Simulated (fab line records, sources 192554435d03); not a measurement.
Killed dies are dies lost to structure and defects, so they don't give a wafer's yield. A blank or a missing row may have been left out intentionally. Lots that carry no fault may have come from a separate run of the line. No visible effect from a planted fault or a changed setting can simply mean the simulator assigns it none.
fab line records	flow n5Finfet
record: lots: 24	wafers: 72	lastDay: 20
route steps=1938 shown MOL_CONTACT_COAG@579 BEOL_M0_SAQP@632
lots that met no fault: from a run of the same line without faults
startH: hours from the record's first day to the start of the lot's first wafer shown	waitH: hours since the lot's step before	" identical to the entry in the row above	L1.1+2: a single row standing in for several wafers	- no value present, or no start provided	* or withheld: withheld	< > ~ a bound
route shown NAME@n: names a module that has steps shown in the file, with the first one's number in the route	usual: mean/standard deviation of fault-free wafers	same: alike in all rows	chamber/n: place in a boat	sites: readings site by site	_std_site: standard deviation across them	_edge_site: inner sites' mean taken away from outer sites' mean	radiusMm: for every site, how far away it sits from the centre of the wafer	mask NAME#n: copy n	behind: the last tool/chamber to shape the wafer	hold: why the lot was held/for how many hours/how that ended	device: whichever transistor did not switch (one of n, p or np)	end of line: the route-end tests of the same wafers	a step with no rows: only its recipe	killed: dies lost to structure and defects at the first sort, not the wafer's yield	map: per-die view of a wafer (x killed, . not killed, _ where there is no die)
set.NAME: setting as actually run; set.NAME@STEP: the setting as run at that earlier step	model.NAME: the simulator's own value behind a step, which no gauge read
the route's steps for a sample of lots (tables are steps, rows are wafers)
services: the hour from which a tool's chamber was out of use, counted from the record's first day as startH (under 0 if before that day), plus the number of hours and why
== steps ==
step: N5_MOL_CONTACT_COAG_ALD_131
recipe: material: SiO2	targetThkA: 50	tempC: 100	aldPrecursorFamily: BDEAS	aldCoReactant: O2-plasma	pulseTimeS: 1	coReactantPulseTimeS: 1	purgeTimeS: 2	coReactantPurgeTimeS: 2	aldCycles: 35	pressureTorr: 2
usual: heaterPowerW: 79/9.3	precursorPulseHeightRel: 1.002/0.019
lot.wafer	tool	chamber	startH	waitH	heaterPowerW	precursorPulseHeightRel
L074.1	aldSin-01	0	97.86	0.1	76	1.017
L074.4	"	1	"	"	70	1.014
L074.6	"	3	"	"	83	1.014
L075.1	aldSin-04	1	106.81	0.1	82	1.023
L075.4	"	2	"	"	80	0.999
L075.5	"	3	"	"	84	0.985
L076.2	aldSin-02	0	113.38	0.1	69	1.005
L076.3	"	2	"	"	74	0.972
L076.5	"	3	"	"	75	0.989
L077.1	aldSin-01	0	118.19	0.1	75	1.026
L077.4	"	1	"	"	68	0.997
L077.5	"	0	"	"	76	0.997
L078.1	aldSin-02	3	118.77	0.1	76	0.994
L078.4	"	1	"	"	76	1.025
L078.6	"	3	"	"	77	0.976
L079.4	aldSin-01	0	128.59	0.0	75	0.984
L079.5	"	3	"	"	86	0.982
L079.6	"	0	"	"	73	1.000
L080.2	aldSin-01	0	140.34	0.1	75	1.046
L080.3	"	3	"	"	88	0.990
L080.6	"	3	"	"	85	1.036
L081.1	aldSin-01	1	140.76	0.1	69	1.010
L081.4	"	0	"	"	75	1.020
L081.5	"	0	"	"	75	1.019
L082.1	aldSin-04	1	146.90	0.1	83	0.986
L082.5	"	0	"	"	65	0.987
L082.6	"	1	"	"	80	0.983
L083.1	aldSin-01	2	155.16	0.1	99	1.032
L083.4	"	0	"	"	75	1.055
L083.6	"	1	"	"	70	1.049
L084.2	aldSin-04	0	161.32	0.7	66	0.988
L084.3	"	3	"	"	83	1.003
L084.5	"	1	"	"	84	1.028
L086.1	aldSin-01	0	172.16	0.4	78	0.999
L086.4	"	3	"	"	85	1.001
L086.5	"	2	"	"	99	0.989
L085.3	aldSin-02	1	174.00	0.3	76	1.002
L085.4	"	3	"	"	77	0.993
L085.5	"	0	"	"	68	0.976
L087.4	aldSin-01	3	179.66	0.1	86	0.994
L087.5	"	2	"	"	99	1.001
L087.6	"	3	"	"	89	0.997
L089.3	aldSin-04	1	189.72	0.2	82	1.005
L089.4	"	3	"	"	84	0.978
L089.6	"	2	"	"	78	0.999
L088.1	aldSin-04	0	193.86	0.1	66	1.000
L088.4	"	1	"	"	83	1.008
L088.6	"	0	"	"	66	0.987
L090.1	aldSin-04	0	196.65	0.1	65	1.027
L090.5	"	3	"	"	87	0.998
L090.6	"	2	"	"	80	1.021
L091.2	aldSin-02	1	204.12	0.1	73	1.002
L091.3	"	0	"	"	67	1.023
L091.4	"	2	"	"	74	0.978
L092.2	aldSin-01	0	208.68	0.1	77	1.012
L092.4	"	2	"	"	99	1.018
L092.5	"	0	"	"	77	1.016
L093.2	aldSin-02	3	214.05	0.1	74	1.010
L093.3	"	2	"	"	74	1.011
L093.4	"	1	"	"	73	1.005
L094.2	aldSin-01	0	216.49	0.1	78	1.002
L094.4	"	3	"	"	86	1.013
L094.5	"	3	"	"	87	0.988
L095.1	aldSin-04	2	227.02	0.6	81	1.015
L095.3	"	1	"	"	85	0.998
L095.6	"	0	"	"	65	1.032
L096.2	aldSin-01	3	233.66	0.1	87	1.005
L096.4	"	0	"	"	76	0.973
L096.6	"	0	"	"	75	1.020
L097.1	aldSin-04	2	255.60	0.1	81	0.981
L097.2	"	1	"	"	84	1.009
L097.5	"	3	"	"	84	1.015
step: N5_MOL_CONTACT_COAG_ETCH_47
recipe: chemistry: CH3F/O2	target: SiNx	targetDepthA: 270	maskMaterial: SiO2	stopOn: W	overEtchFrac: 0.2	ionEnergyEv: 120	endpoint: OES-CN	pressureMtorr: 30	sourceW: 395	biasW: 73	Ar_flow_sccm: 150	CH3F_flow_sccm: 30	O2_flow_sccm: 20	ends: endPoint
usual: drypumpMotorCurrentA: 5.6/0.53	etchRfOnTimeS: 31.0/0.39	oesProductAu: 0.74/0.08	rfVppV: 298/3.4	showerheadPlenumPTorr: 2.02/0.082	throttleValvePct: 16.28/0.22
lot.wafer	tool	chamber	startH	waitH	drypumpMotorCurrentA	etchRfOnTimeS	oesProductAu	rfHoursCounterH	rfVppV	showerheadPlenumPTorr	throttleValvePct
L074.1	rieDiel-03	1	98.31	0.0	6.4	30.5	0.82	27	302	2.13	16.20
L074.4	"	1	"	"	6.4	30.7	0.81	-	300	2.13	16.21
L074.6	"	3	"	"	4.9	31.2	0.66	-	300	2.07	16.59
L075.1	rieDiel-03	0	107.25	0.0	5.5	30.9	0.63	229	296	1.97	16.36
L075.4	"	2	"	"	5.3	31.3	0.67	179	293	1.91	16.47
L075.5	"	0	"	"	5.5	31.1	0.62	-	297	1.97	16.34
L076.2	rieDiel-04	1	113.86	0.0	5.0	30.9	0.88	0	300	2.13	15.89
L076.3	"	3	"	"	6.0	32.0	0.62	234	294	1.89	16.66
L076.5	"	3	"	"	6.0	31.8	0.62	-	294	1.89	16.66
L077.1	rieDiel-04	1	118.63	0.0	5.1	30.8	0.86	1	299	2.13	15.90
L077.4	"	0	"	"	5.3	31.0	0.84	17	304	1.96	16.15
L077.5	"	3	"	"	6.0	31.6	0.61	-	294	1.89	16.67
L078.1	rieDiel-04	1	119.21	0.0	5.0	30.8	0.86	1	298	2.13	15.90
L078.4	"	0	"	"	5.3	30.8	0.85	17	305	1.96	16.17
L078.6	"	0	"	"	5.3	30.7	0.83	-	304	1.96	16.15
L079.4	rieDiel-01	1	129.03	0.0	5.1	30.9	0.81	22	303	2.13	16.19
L079.5	"	0	"	"	5.7	31.3	0.72	-	296	2.02	16.21
L079.6	"	3	"	"	6.3	30.7	0.83	-	294	1.97	16.28
L080.2	rieDiel-04	0	140.85	0.0	5.3	31.0	0.83	24	304	1.96	16.17
L080.3	"	1	"	"	5.1	31.2	0.83	9	300	2.13	15.90
L080.6	"	2	"	"	6.1	30.7	0.73	-	293	2.02	16.10
L081.1	rieDiel-03	1	141.20	0.0	6.5	30.6	0.79	42	303	2.12	16.24
L081.4	"	2	"	"	5.3	31.1	0.66	188	295	1.91	16.49
L081.5	"	1	"	"	6.5	30.8	0.79	-	301	2.12	16.22
L082.1	rieDiel-01	0	147.52	0.0	5.7	30.9	0.73	83	297	2.02	16.19
L082.5	"	1	"	"	5.1	30.4	0.81	-	302	2.13	16.21
L082.6	"	3	"	"	6.3	30.6	0.82	-	295	1.97	16.29
L083.1	rieDiel-03	0	155.61	0.0	5.5	30.7	0.62	246	297	1.96	16.40
L083.4	"	3	"	"	4.8	31.0	0.65	-	299	2.07	16.64
L083.6	"	1	"	"	6.5	30.4	0.78	-	302	2.12	16.24
L084.2	rieDiel-03	3	161.76	0.0	4.8	31.0	0.65	204	300	2.07	16.64
L084.3	"	2	"	"	5.3	31.5	0.66	193	294	1.91	16.49
L084.5	"	3	"	"	4.8	31.4	0.64	-	299	2.07	16.64
L086.1	rieDiel-04	3	172.60	0.0	6.0	32.0	0.61	247	294	1.89	16.69
L086.4	"	2	"	"	6.1	30.8	0.73	88	293	2.02	16.10
L086.5	"	0	"	"	5.3	31.1	0.81	-	305	1.96	16.19
L085.3	rieDiel-01	1	174.44	0.0	5.1	30.3	0.80	34	302	2.13	16.23
L085.4	"	3	"	"	6.3	30.6	0.81	27	295	1.96	16.28
L085.5	"	0	"	"	5.7	30.8	0.72	-	299	2.02	16.20
L087.4	rieDiel-03	2	180.55	0.1	5.3	31.9	0.65	-	294	1.91	16.50
L087.5	"	1	"	"	6.4	31.0	0.77	-	301	2.12	16.25
L087.6	"	2	"	"	5.3	31.8	0.65	-	295	1.91	16.48
L089.3	rieDiel-04	1	190.25	0.0	5.0	31.6	0.78	26	297	2.12	15.95
L089.4	"	2	"	"	6.1	30.7	0.72	-	294	2.02	16.12
L089.6	"	1	"	"	5.0	31.1	0.79	-	299	2.12	15.95
L088.1	rieDiel-04	0	194.30	0.0	5.3	31.1	0.79	44	302	1.96	16.20
L088.4	"	1	"	"	5.0	31.1	0.78	-	300	2.12	15.96
L088.6	"	0	"	"	5.3	31.4	0.78	-	303	1.96	16.20
L090.1	rieDiel-03	0	197.10	0.0	5.5	31.2	0.87	6	295	1.96	15.93
L090.5	"	1	"	"	6.5	31.1	0.75	-	299	2.11	16.28
L090.6	"	0	"	"	5.5	31.1	0.88	-	297	1.96	15.95
L091.2	rieDiel-03	2	204.57	0.0	5.3	31.6	0.64	215	295	1.90	16.55
L091.3	"	0	"	"	5.5	31.2	0.85	9	296	1.96	15.96
L091.4	"	3	"	"	4.8	31.5	0.63	209	300	2.06	16.66
L092.2	rieDiel-01	2	209.12	0.0	5.3	30.7	0.81	29	300	2.13	16.19
L092.4	"	1	"	"	5.1	30.6	0.78	46	301	2.12	16.26
L092.5	"	1	"	"	5.1	31.0	0.78	-	303	2.12	16.25
L093.2	rieDiel-03	3	214.65	0.0	4.8	31.9	0.63	213	299	2.06	16.66
L093.3	"	2	"	"	5.3	31.8	0.63	218	295	1.90	16.54
L093.4	"	1	"	"	6.5	30.7	0.75	76	302	2.11	16.28
L094.2	rieDiel-03	1	216.94	0.0	6.5	30.3	0.75	76	301	2.11	16.30
L094.4	"	0	"	"	5.5	30.7	0.86	13	296	1.95	15.95
L094.5	"	3	"	"	4.8	31.8	0.63	-	299	2.06	16.66
L095.1	rieDiel-04	3	227.46	0.0	6.1	30.6	0.86	8	299	2.14	16.27
L095.3	"	0	"	"	5.3	31.2	0.77	56	304	1.95	16.24
L095.6	"	2	"	"	6.1	31.1	0.70	-	295	2.01	16.15
L096.2	rieDiel-01	1	234.10	0.0	5.1	31.1	0.77	54	302	2.12	16.25
L096.4	"	3	"	"	6.3	30.8	0.77	48	294	1.96	16.34
L096.6	"	2	"	"	5.3	31.0	0.78	-	298	2.12	16.19
L097.1	rieDiel-01	0	256.04	0.0	5.7	31.2	0.70	119	297	2.01	16.28
L097.2	"	2	"	"	5.3	31.3	0.78	46	300	2.12	16.20
L097.5	"	2	"	"	5.4	31.1	0.78	-	301	2.12	16.21
step: N5_MOL_CONTACT_COAG_VIA_ETCH_117
recipe: chemistry: C4F6/O2	targetDepthA: 400	overetchA: 80	maskMaterial: SOC	target: SiO2	biasW: 455	pressureMtorr: 10	timeS: 26	sourceW: 325	Ar_flow_sccm: 300	C4F6_flow_sccm: 10	O2_flow_sccm: 10	ionEnergyEv: 575.3	ends: endPoint
usual: drypumpMotorCurrentA: 5.6/0.52	oesProductAu: 0.75/0.074	rfVppV: 1592/17	showerheadPlenumPTorr: 2.88/0.11	throttleValvePct: 41.07/0.27
lot.wafer	tool	chamber	startH	waitH	drypumpMotorCurrentA	oesProductAu	rfHoursCounterH	rfVppV	showerheadPlenumPTorr	throttleValvePct
L074.1	rieDiel-03	1	99.72	0.0	6.5	0.80	27	1607	3.01	41.02
L074.4	"	1	"	"	6.5	0.81	-	1606	3.01	41.02
L074.6	"	0	"	"	5.5	0.62	-	1582	2.79	40.59
L075.1	rieDiel-03	3	108.40	0.0	4.8	0.67	183	1598	2.94	41.64
L075.4	"	0	"	"	5.5	0.62	229	1584	2.79	40.60
L075.5	"	0	"	"	5.5	0.62	-	1585	2.79	40.60
L076.2	rieDiel-01	2	115.00	0.0	5.3	0.86	4	1601	3.03	41.11
L076.3	"	1	"	"	5.1	0.81	17	1615	3.02	41.13
L076.5	"	0	"	"	5.8	0.74	-	1591	2.87	40.85
L077.1	rieDiel-01	1	119.93	0.0	5.1	0.82	19	1616	3.02	41.14
L077.4	"	2	"	"	5.4	0.86	6	1600	3.03	41.10
L077.5	"	3	"	"	6.3	0.82	-	1571	2.80	41.35
L078.1	rieDiel-04	0	120.48	0.0	5.3	0.84	17	1621	2.79	41.27
L078.4	"	3	"	"	6.0	0.63	235	1572	2.70	41.03
L078.6	"	2	"	"	6.1	0.73	-	1572	2.87	40.85
L079.4	rieDiel-04	2	130.56	0.0	6.1	0.72	75	1571	2.87	40.84
L079.5	"	3	"	"	6.1	0.62	-	1568	2.70	41.03
L079.6	"	0	"	"	5.3	0.82	-	1622	2.79	41.24
L080.2	rieDiel-04	1	142.27	0.0	5.1	0.82	9	1595	3.01	40.74
L080.3	"	2	"	"	6.1	0.73	79	1571	2.87	40.84
L080.6	"	0	"	"	5.3	0.82	-	1621	2.79	41.27
L081.1	rieDiel-03	1	142.43	0.0	6.4	0.78	42	1606	3.01	41.02
L081.4	"	0	"	"	5.5	0.61	241	1583	2.79	40.62
L081.5	"	0	"	"	5.5	0.61	-	1584	2.79	40.60
L082.1	rieDiel-01	1	148.81	0.0	5.1	0.81	26	1616	3.02	41.15
L082.5	"	1	"	"	5.1	0.80	-	1615	3.02	41.15
L082.6	"	3	"	"	6.3	0.81	-	1570	2.79	41.36
L083.1	rieDiel-01	1	157.83	0.0	5.1	0.79	28	1617	3.02	41.15
L083.4	"	3	"	"	6.3	0.80	21	1569	2.79	41.37
L083.6	"	2	"	"	5.3	0.83	-	1599	3.02	41.09
L084.2	rieDiel-03	3	162.90	0.0	4.8	0.64	204	1597	2.93	41.66
L084.3	"	0	"	"	5.5	0.61	249	1583	2.78	40.61
L084.5	"	3	"	"	4.8	0.64	-	1598	2.93	41.67
L086.1	rieDiel-04	1	174.21	0.0	5.1	0.80	19	1593	3.00	40.78
L086.4	"	3	"	"	6.0	0.62	247	1570	2.69	41.03
L086.5	"	2	"	"	6.1	0.72	-	1571	2.87	40.84
L085.3	rieDiel-04	3	175.68	0.0	6.0	0.62	248	1571	2.69	41.06
L085.4	"	1	"	"	5.1	0.81	20	1592	3.00	40.76
L085.5	"	1	"	"	5.0	0.80	-	1593	3.00	40.78
L087.4	rieDiel-03	2	182.13	0.0	5.3	0.66	-	1573	2.72	41.23
L087.5	"	1	"	"	6.5	0.76	-	1606	3.00	41.06
L087.6	"	2	"	"	5.3	0.66	-	1572	2.72	41.24
L089.3	rieDiel-04	1	192.25	0.0	5.0	0.78	27	1593	3.00	40.76
L089.4	"	0	"	"	5.3	0.79	-	1620	2.78	41.28
L089.6	"	2	"	"	6.1	0.71	-	1569	2.86	40.87
L088.1	rieDiel-01	2	195.79	0.0	5.3	0.81	25	1600	3.02	41.11
L088.4	"	0	"	"	5.7	0.71	100	1592	2.86	40.89
L088.6	"	3	"	"	6.3	0.77	-	1570	2.79	41.37
L090.1	rieDiel-03	0	198.36	0.0	5.5	0.87	6	1582	2.78	40.71
L090.5	"	1	"	"	6.5	0.75	-	1606	2.99	41.03
L090.6	"	0	"	"	5.5	0.87	-	1582	2.78	40.73
L091.2	rieDiel-03	0	205.74	0.0	5.5	0.86	9	1582	2.78	40.72
L091.3	"	3	"	"	4.9	0.64	210	1598	2.93	41.68
L091.4	"	1	"	"	6.5	0.75	72	1604	2.99	41.06
L092.2	rieDiel-03	0	210.65	0.0	5.5	0.85	11	1582	2.78	40.73
L092.4	"	1	"	"	6.5	0.74	74	1605	2.99	41.04
L092.5	"	2	"	"	5.3	0.64	-	1572	2.71	41.25
L093.2	rieDiel-04	1	216.08	0.0	5.1	0.77	37	1592	2.99	40.77
L093.3	"	2	"	"	6.1	0.69	105	1569	2.86	40.86
L093.4	"	3	"	"	6.0	0.86	5	1596	3.03	41.26
L094.2	rieDiel-04	1	218.12	0.0	5.0	0.77	38	1594	2.99	40.78
L094.4	"	2	"	"	6.1	0.70	106	1570	2.86	40.87
L094.5	"	1	"	"	5.1	0.77	-	1593	2.99	40.77
L095.1	rieDiel-04	0	228.74	0.0	5.3	0.77	56	1620	2.78	41.30
L095.3	"	1	"	"	5.1	0.77	40	1591	2.99	40.79
L095.6	"	1	"	"	5.1	0.77	-	1594	2.99	40.79
L096.2	rieDiel-03	2	235.25	0.0	5.3	0.64	225	1572	2.71	41.26
L096.4	"	3	"	"	4.8	0.64	220	1597	2.92	41.67
L096.6	"	2	"	"	5.3	0.63	-	1574	2.71	41.24
L097.1	rieDiel-04	3	257.66	0.0	6.0	0.81	21	1597	3.02	41.28
L097.2	"	1	"	"	5.1	0.76	52	1591	2.99	40.80
L097.5	"	3	"	"	6.0	0.81	-	1596	3.02	41.29
step: N5_MOL_CONTACT_COAG_CVD_140
recipe: material: W	targetThkA: 665	mode: selectiveFill	tempC: 300	timeS: 215
usual: heaterPowerW: 458/59
lot.wafer	tool	chamber	startH	waitH	heaterPowerW
L074.1	cvdW-01	1	100.20	0.1	474
L074.4	"	1	"	"	471
L074.6	"	1	"	"	467
L075.1	cvdW-01	0	108.88	0.1	495
L075.4	"	1	"	"	473
L075.5	"	0	"	"	484
L076.2	cvdW-01	0	115.48	0.1	495
L076.3	"	0	"	"	488
L076.5	"	0	"	"	474
L077.1	cvdW-02	0	120.41	0.1	513
L077.4	"	0	"	"	497
L077.5	"	0	"	"	510
L078.1	cvdW-01	1	120.96	0.1	488
L078.4	"	1	"	"	473
L078.6	"	1	"	"	470
L079.4	cvdW-01	0	131.12	0.1	478
L079.5	"	1	"	"	476
L079.6	"	0	"	"	493
L080.2	cvdW-02	1	142.76	0.1	362
L080.3	"	1	"	"	359
L080.6	"	1	"	"	346
L081.1	cvdW-01	1	142.91	0.1	485
L081.4	"	0	"	"	486
L081.5	"	0	"	"	501
L082.1	cvdW-01	0	149.29	0.1	486
L082.5	"	0	"	"	485
L082.6	"	1	"	"	482
L083.1	cvdW-02	1	158.31	0.1	360
L083.4	"	1	"	"	369
L083.6	"	1	"	"	356
L084.2	cvdW-02	0	163.39	0.1	508
L084.3	"	0	"	"	505
L084.5	"	0	"	"	496
L086.1	cvdW-01	0	174.69	0.1	489
L086.4	"	0	"	"	484
L086.5	"	0	"	"	492
L085.3	cvdW-02	0	176.25	0.1	499
L085.4	"	1	"	"	351
L085.5	"	1	"	"	362
L087.4	cvdW-02	0	182.79	0.1	519
L087.5	"	0	"	"	496
L087.6	"	1	"	"	357
L089.3	cvdW-01	0	192.81	0.1	481
L089.4	"	1	"	"	493
L089.6	"	1	"	"	488
L088.1	cvdW-02	1	196.27	0.1	360
L088.4	"	0	"	"	520
L088.6	"	0	"	"	495
L090.1	cvdW-02	1	198.85	0.1	348
L090.5	"	1	"	"	357
L090.6	"	0	"	"	513
L091.2	cvdW-02	1	206.22	0.1	364
L091.3	"	1	"	"	361
L091.4	"	0	"	"	498
L092.2	cvdW-02	0	211.13	0.1	508
L092.4	"	0	"	"	495
L092.5	"	0	"	"	505
L093.2	cvdW-02	1	216.56	0.1	357
L093.3	"	1	"	"	359
L093.4	"	0	"	"	502
L094.2	cvdW-01	0	218.60	0.1	483
L094.4	"	0	"	"	507
L094.5	"	0	"	"	489
L095.1	cvdW-02	0	229.22	0.1	516
L095.3	"	0	"	"	510
L095.6	"	0	"	"	509
L096.2	cvdW-01	1	235.91	0.1	487
L096.4	"	1	"	"	480
L096.6	"	1	"	"	478
L097.1	cvdW-01	1	258.14	0.1	478
L097.2	"	0	"	"	488
L097.5	"	1	"	"	493
step: N5_BEOL_M0_SAQP_PECVD_00
recipe: material: SiCN	targetThkA: 80	tempC: withheld	precursor: 3MS/NH3	pressureTorr: 3	rfW: 202	timeS: 14
usual: showerheadPlenumPTorr: 3.661/0.01	showerheadVppV: 868/28	throttleValvePct: 9.2/0.55
lot.wafer	tool	chamber	startH	waitH	showerheadPlenumPTorr	showerheadVppV	throttleValvePct
L074.1	pecvd-01	1	104.20	0.2	3.658	863	10.3
L074.4	"	2	"	"	3.675	902	8.7
L074.6	"	1	"	"	3.658	837	10.5
L075.1	pecvd-03	1	112.88	0.2	3.661	848	8.7
L075.4	"	2	"	"	3.663	855	9.5
L075.5	"	1	"	"	3.652	866	8.8
L076.2	pecvd-03	2	119.48	0.2	3.650	844	9.6
L076.3	"	1	"	"	3.655	846	8.7
L076.5	"	1	"	"	3.644	851	8.5
L077.1	pecvd-03	1	124.56	0.2	3.652	871	9.0
L077.4	"	2	"	"	3.657	842	9.9
L077.5	"	1	"	"	3.661	840	8.7
L078.1	pecvd-03	0	127.56	0.2	3.672	895	9.2
L078.4	"	1	"	"	3.645	846	8.8
L078.6	"	2	"	"	3.646	847	9.7
L079.4	pecvd-03	0	135.09	0.1	3.655	884	9.2
L079.5	"	1	"	"	3.643	866	8.6
L079.6	"	2	"	"	3.651	833	9.7
L080.2	pecvd-03	2	146.76	0.2	3.648	840	9.4
L080.3	"	0	"	"	3.671	889	9.4
L080.6	"	1	"	"	3.650	851	8.8
L081.1	pecvd-01	1	149.75	0.2	3.659	838	10.4
L081.4	"	1	"	"	3.654	862	10.3
L081.5	"	0	"	"	3.659	891	9.0
L082.1	pecvd-03	0	153.30	0.2	3.664	901	9.0
L082.5	"	1	"	"	3.655	856	8.9
L082.6	"	2	"	"	3.640	839	9.5
L083.1	pecvd-01	0	162.31	0.2	3.656	881	9.3
L083.4	"	2	"	"	3.683	909	8.7
L083.6	"	0	"	"	3.654	906	8.8
L084.2	pecvd-02	2	167.39	0.2	3.670	901	9.0
L084.3	"	1	"	"	3.673	893	8.9
L084.5	"	1	"	"	3.660	903	8.6
L086.1	pecvd-01	0	178.69	0.2	3.660	876	9.3
L086.4	"	1	"	"	3.654	856	10.5
L086.5	"	2	"	"	3.671	908	8.8
L085.3	pecvd-02	1	181.69	0.1	3.657	906	8.7
L085.4	"	1	"	"	3.655	907	8.9
L085.5	"	2	"	"	3.660	888	8.5
L087.4	pecvd-01	2	186.73	0.1	3.681	895	8.5
L087.5	"	1	"	"	3.652	845	10.3
L087.6	"	0	"	"	3.658	868	9.5
L089.3	pecvd-01	2	196.73	0.1	3.673	887	8.6
L089.4	"	2	"	"	3.674	902	8.6
L089.6	"	1	"	"	3.649	849	10.3
L088.1	pecvd-03	2	200.28	0.2	3.650	848	9.5
L088.4	"	1	"	"	3.651	858	8.8
L088.6	"	0	"	"	3.671	888	9.6
L090.1	pecvd-01	0	203.29	0.2	3.661	876	9.3
L090.5	"	1	"	"	3.655	855	10.2
L090.6	"	0	"	"	3.656	887	9.3
L091.2	pecvd-01	1	210.22	0.2	3.653	877	10.3
L091.3	"	2	"	"	3.672	916	8.6
L091.4	"	2	"	"	3.673	897	8.8
L092.2	pecvd-02	1	215.14	0.2	3.667	905	8.8
L092.4	"	0	"	"	3.671	809	8.7
L092.5	"	2	"	"	3.661	891	9.1
L093.2	pecvd-03	1	220.56	0.2	3.652	853	8.8
L093.3	"	0	"	"	3.665	891	9.4
L093.4	"	1	"	"	3.656	855	8.9
L094.2	pecvd-02	2	223.57	0.2	3.658	894	8.9
L094.4	"	1	"	"	3.672	905	9.0
L094.5	"	2	"	"	3.654	877	9.0
L095.1	pecvd-01	1	233.49	0.2	3.662	852	10.3
L095.3	"	0	"	"	3.660	870	9.4
L095.6	"	1	"	"	3.658	831	10.4
L096.2	pecvd-02	0	239.91	0.2	3.677	834	9.0
L096.4	"	2	"	"	3.660	892	9.1
L096.6	"	1	"	"	3.658	898	8.9
L097.1	pecvd-02	1	262.14	0.2	3.666	900	8.9
L097.2	"	0	"	"	3.677	802	9.0
L097.5	"	1	"	"	3.666	893	9.0
step: N5_BEOL_M0_SAQP_INSPECT_16
recipe: mode: adi	inspectInstrument: brightfield
usual: rawDefectCount: 502/140
lot.wafer	tool	chamber	startH	waitH	rawDefectCount
L074.1	defectInspect-01	-	105.86	0.0	503
L074.4	"	-	"	"	535
L074.6	"	-	"	"	600
L075.1	defectInspect-01	-	115.16	0.0	341
L075.4	"	-	"	"	416
L075.5	"	-	"	"	423
L076.2	defectInspect-02	-	121.40	0.0	478
L076.3	"	-	"	"	483
L076.5	"	-	"	"	402
L077.1	defectInspect-02	-	125.72	0.0	416
L077.4	"	-	"	"	433
L077.5	"	-	"	"	360
L078.1	defectInspect-01	-	130.24	0.0	513
L078.4	"	-	"	"	414
L078.6	"	-	"	"	399
L079.4	defectInspect-02	-	135.92	0.0	579
L079.5	"	-	"	"	576
L079.6	"	-	"	"	387
L080.2	defectInspect-02	-	151.44	0.0	1155
L080.3	"	-	"	"	718
L080.6	"	-	"	"	1071
L081.1	defectInspect-02	-	151.98	0.0	408
L081.4	"	-	"	"	626
L081.5	"	-	"	"	712
L082.1	defectInspect-02	-	155.08	0.0	369
L082.5	"	-	"	"	746
L082.6	"	-	"	"	492
L083.1	defectInspect-01	-	163.25	0.0	374
L083.4	"	-	"	"	565
L083.6	"	-	"	"	323
L084.2	defectInspect-02	-	169.14	0.0	678
L084.3	"	-	"	"	518
L084.5	"	-	"	"	469
L086.1	defectInspect-01	-	180.61	0.0	643
L086.4	"	-	"	"	492
L086.5	"	-	"	"	447
L085.3	defectInspect-01	-	184.44	0.0	328
L085.4	"	-	"	"	557
L085.5	"	-	"	"	581
L087.4	defectInspect-01	-	189.49	0.0	427
L087.5	"	-	"	"	598
L087.6	"	-	"	"	486
L089.3	defectInspect-02	-	197.83	0.0	509
L089.4	"	-	"	"	512
L089.6	"	-	"	"	401
L088.1	defectInspect-02	-	201.98	0.0	682
L088.4	"	-	"	"	295
L088.6	"	-	"	"	551
L090.1	defectInspect-01	-	206.14	0.0	422
L090.5	"	-	"	"	359
L090.6	"	-	"	"	394
L091.2	defectInspect-02	-	211.47	0.0	286
L091.3	"	-	"	"	273
L091.4	"	-	"	"	326
L092.2	defectInspect-02	-	216.52	0.0	362
L092.4	"	-	"	"	384
L092.5	"	-	"	"	443
L093.2	defectInspect-02	-	223.04	0.0	639
L093.3	"	-	"	"	591
L093.4	"	-	"	"	536
L094.2	defectInspect-02	-	226.41	0.0	665
L094.4	"	-	"	"	482
L094.5	"	-	"	"	690
L095.1	defectInspect-02	-	234.57	0.0	486
L095.3	"	-	"	"	513
L095.6	"	-	"	"	459
L096.2	defectInspect-02	-	242.43	0.0	768
L096.4	"	-	"	"	596
L096.6	"	-	"	"	627
L097.1	defectInspect-02	-	265.73	0.0	647
L097.2	"	-	"	"	632
L097.5	"	-	"	"	627
== services ==
tool	chamber	startH	hours	kind
aldSin-02	2	74.33	6.8	repair
pecvd-01	2	87.25	2.8	repair
cvdW-02	-	88.66	27.7	repair
aldSin-01	2	93.51	33.4	repair
aldSin-02	-	97.52	6.0	pm
pecvd-02	-	100.63	55.4	repair
rieDiel-04	3	103.26	4.3	repair
pecvd-01	2	110.55	7.9	repair
pecvd-03	0	112.17	8.8	repair
rieDiel-01	-	129.43	10.9	repair
aldSin-01	0	131.12	7.1	repair
rieDiel-04	3	138.33	9.4	repair
rieDiel-01	2	143.52	8.2	repair
cvdW-02	-	148.83	2.7	pm
rieDiel-03	0	165.44	-	clean
cvdW-01	-	171.28	0.3	repair
pecvd-03	-	174.30	14.6	pm
aldSin-02	-	177.90	14.0	pm
pecvd-02	-	190.02	14.6	pm
pecvd-03	2	212.06	18.9	repair
pecvd-02	0	215.90	2.2	repair
cvdW-01	-	234.45	1.2	repair
aldSin-01	2	236.07	3.2	repair
aldSin-02	-	247.15	6.1	pm
== key ==
fault none
